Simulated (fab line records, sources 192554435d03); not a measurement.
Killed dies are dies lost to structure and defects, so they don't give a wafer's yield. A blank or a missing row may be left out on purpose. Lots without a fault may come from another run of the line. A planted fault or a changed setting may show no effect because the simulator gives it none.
Which tool did it? | flow n5_finfet | 12 lots, 32 wafers sampled, at 4 steps of a route of 1938

WHAT THE GAUGES READ, wafer by wafer
N5_BEOL_M6_CD_MEAS_18: pitch 80 nm, target cd 40 nm. Usual: cd_nm 39.7 nm, standard deviation 0.71.
lot  | measured     | on        | cd_nm (nm)     | flag
L183 | day 8 16:41  | cd_sem-01 | 40.8 39.4 38.7 |
L184 | day 9 09:33  | cd_sem-01 | 40.2 41.0      |
L185 | day 9 10:56  | cd_sem-03 | 40.4 39.5 40.1 |
L187 | day 9 17:26  | cd_sem-01 | 40.6 39.6 39.3 |
L188 | day 10 13:28 | cd_sem-01 | 38.4 39.8 38.8 |
L189 | day 10 21:33 | cd_sem-03 | 39.4 40.2 40.3 |
L190 | day 11 12:13 | cd_sem-03 | 39.5 40.2 39.2 |
L195 | day 12 13:41 | cd_sem-01 | 39.5 39.3 39.7 |
L196 | day 12 13:56 | cd_sem-02 | 39.4 38.8 38.1 |
L200 | day 13 13:53 | cd_sem-01 | 41.6 40.8      |
L202 | day 14 14:11 | cd_sem-02 | 39.3           |
L203 | day 14 14:44 | cd_sem-02 | 41.0 39.8 40.4 |

N5_BEOL_M6_CD_MEAS_35: target cd 40 nm, target cd y 28 nm. Usual: cd_nm 39.6 nm, standard deviation 0.72.
lot  | measured     | on        | cd_nm (nm)     | flag
L183 | day 8 19:58  | cd_sem-02 | 40.6 39.2 38.7 |
L184 | day 9 11:07  | cd_sem-02 | 40.4 40.6      |
L185 | day 9 15:30  | cd_sem-02 | 40.2 39.5 40.0 |
L187 | day 9 19:13  | cd_sem-03 | 40.6 39.1 40.1 |
L188 | day 10 14:37 | cd_sem-01 | 38.2 39.4 38.8 |
L189 | day 10 23:23 | cd_sem-02 | 38.9 40.0 40.1 |
L190 | day 11 13:22 | cd_sem-02 | 39.5 40.2 39.1 |
L195 | day 12 14:59 | cd_sem-03 | 39.0 39.1 39.9 |
L196 | day 12 15:18 | cd_sem-02 | 39.3 38.7 38.5 |
L200 | day 13 16:13 | cd_sem-01 | 41.7 40.2      |
L202 | day 14 17:33 | cd_sem-01 | 39.3           |
L203 | day 14 17:56 | cd_sem-03 | 40.9 39.4 40.5 |

WHICH TOOL RAN EACH LOT (tool, then ch and the chambers of the sampled wafers, then the start)
lot  | N5_BEOL_M6_ETCH_62                 | N5_BEOL_M6_VIA_ETCH_34
L183 | rie_diel-05 ch 1,2,3, day 8 16:19  | rie_diel-03 ch 1,3, day 8 19:33
L184 | rie_diel-05 ch 0,3, day 9 09:04    | rie_diel-05 ch 1,3, day 9 10:41
L185 | rie_diel-03 ch 1,2,3, day 9 10:31  | rie_diel-01 ch 0,1,3, day 9 15:06
L187 | rie_diel-01 ch 2,3, day 9 17:04    | rie_diel-03 ch 2,3, day 9 18:49
L188 | rie_diel-03 ch 0,3, day 10 13:05   | rie_diel-03 ch 0,1,3, day 10 14:13
L189 | rie_diel-03 ch 0,1, day 10 21:05   | rie_diel-01 ch 0,1,2, day 10 22:59
L190 | rie_diel-01 ch 1,2,3, day 11 11:37 | rie_diel-01 ch 1,2,3, day 11 12:58
L195 | rie_diel-05 ch 1,3, day 12 13:18   | rie_diel-03 ch 1,2, day 12 14:35
L196 | rie_diel-05 ch 0,1, day 12 13:34   | rie_diel-05 ch 0,1,3, day 12 14:47
L200 | rie_diel-01 ch 1,3, day 13 13:29   | rie_diel-01 ch 2,3, day 13 15:48
L202 | rie_diel-05 ch 2, day 14 13:43     | rie_diel-01 ch 0, day 14 17:08
L203 | rie_diel-01 ch 0,1, day 14 14:23   | rie_diel-01 ch 0,2,3, day 14 17:32
- N5_BEOL_M6_ETCH_62: etches SOC in N2/H2, target depth 110 nm, overetch 22 nm, time 165 s.
- N5_BEOL_M6_VIA_ETCH_34: etches SiCOH lowk in C4F6/O2, target depth 126.3 nm, time 50.9 s.

WHAT THE TOOLS THEMSELVES READ (means of the sampled wafers that have a number; where no wafer has one, the mark that the record gives instead)
N5_BEOL_M6_ETCH_62. Usual: drypump_motor_current_A 5.6 A, standard deviation 0.48; h2_flow_sccm 199.9 sccm, standard deviation 0.59; oes_product_au 0.69 a.u., standard deviation 0.063; rf_vpp_V 524.5 V, standard deviation 2.7; showerhead_plenum_p_Torr 2.56 Torr, standard deviation 0.097; throttle_valve_pct 17.7 %, standard deviation 0.35.
lot  | tool        | drypump_motor_current_A (A) | h2_flow_sccm (sccm) | oes_product_au (a.u.) | rf_vpp_V (V) | showerhead_plenum_p_Torr (Torr) | throttle_valve_pct (%) | flag
L183 | rie_diel-05 | 5.9                         | 200.2               | 0.67                  | 522.9        | 2.46                            | 17.6                   |
L184 | rie_diel-05 | 5.5                         | 199.9               | 0.74                  | 522.4        | 2.52                            | 17.2                   |
L185 | rie_diel-03 | 5.5                         | 200.3               | 0.73                  | 528.0        | 2.68                            | 17.5                   |
L187 | rie_diel-01 | 5.7                         | 200.0               | 0.71                  | 525.5        | 2.60                            | 17.5                   |
L188 | rie_diel-03 | 5.5                         | 199.5               | 0.65                  | 525.3        | 2.57                            | 17.8                   |
L189 | rie_diel-03 | 5.3                         | 200.2               | 0.65                  | 523.5        | 2.52                            | 18.2                   |
L190 | rie_diel-01 | 5.5                         | 200.4               | 0.66                  | 525.5        | 2.61                            | 17.9                   |
L195 | rie_diel-05 | 5.8                         | 200.3               | 0.67                  | 521.5        | 2.44                            | 17.6                   |
L196 | rie_diel-05 | 5.0                         | 199.8               | 0.68                  | 523.6        | 2.53                            | 17.6                   |
L200 | rie_diel-01 | 5.3                         | 200.0               | 0.70                  | 524.0        | 2.58                            | 17.8                   |
L202 | rie_diel-05 | 5.7                         | 199.7               | 0.82                  | 521.9        | 2.47                            | 17.6                   |
L203 | rie_diel-01 | 5.5                         | 200.5               | 0.73                  | 524.2        | 2.58                            | 17.9                   |

N5_BEOL_M6_VIA_ETCH_34. Usual: drypump_motor_current_A 5.6 A, standard deviation 0.43; oes_product_au 0.82 a.u., standard deviation 0.082; rf_vpp_V 667 V, standard deviation 19; showerhead_plenum_p_Torr 2.91 Torr, standard deviation 0.1; throttle_valve_pct 20.93 %, standard deviation 0.23.
lot  | tool        | drypump_motor_current_A (A) | oes_product_au (a.u.) | rf_vpp_V (V) | showerhead_plenum_p_Torr (Torr) | throttle_valve_pct (%) | flag
L183 | rie_diel-03 | 5.3                         | 0.85                  | 688          | 3.01                            | 20.86                  |
L184 | rie_diel-05 | 5.9                         | 0.85                  | 694          | 2.78                            | 20.74                  |
L185 | rie_diel-01 | 5.5                         | 0.79                  | 656          | 2.91                            | 21.01                  |
L187 | rie_diel-03 | 5.8                         | 0.86                  | 687          | 3.02                            | 20.79                  |
L188 | rie_diel-03 | 5.3                         | 0.80                  | 675          | 2.91                            | 21.06                  |
L189 | rie_diel-01 | 5.6                         | 0.83                  | 650          | 2.96                            | 21.10                  |
L190 | rie_diel-01 | 5.5                         | 0.78                  | 655          | 2.94                            | 21.01                  |
L195 | rie_diel-03 | 5.7                         | 0.86                  | 682          | 3.02                            | 20.82                  |
L196 | rie_diel-05 | 5.5                         | 0.81                  | 679          | 2.81                            | 20.77                  |
L200 | rie_diel-01 | 5.8                         | 0.98                  | 666          | 2.94                            | 20.94                  |
L202 | rie_diel-01 | 5.8                         | 0.84                  | 657          | 2.90                            | 21.05                  |
L203 | rie_diel-01 | 5.7                         | 0.92                  | 662          | 2.92                            | 20.99                  |

THE ANSWER, worked out from the rows above alone
Rule: a lot is off if the mean of its wafers that have a number lies more than 3 standard deviations from the usual mean. A lot without any number at a reading at which 4 lots or more have one is off too. The other lots that the step has rows for count as sound. The gauges are gone through in route order, then the tools' own readings, and for those a lot's mean is taken as printed above. The first step at which some lot is off is used, and at that step the reading that is off furthest; a lot without a number counts as furthest.
No lot is off at any reading shown: from this, nothing can be told.

WHAT THE SIMULATOR HAD PUT IN
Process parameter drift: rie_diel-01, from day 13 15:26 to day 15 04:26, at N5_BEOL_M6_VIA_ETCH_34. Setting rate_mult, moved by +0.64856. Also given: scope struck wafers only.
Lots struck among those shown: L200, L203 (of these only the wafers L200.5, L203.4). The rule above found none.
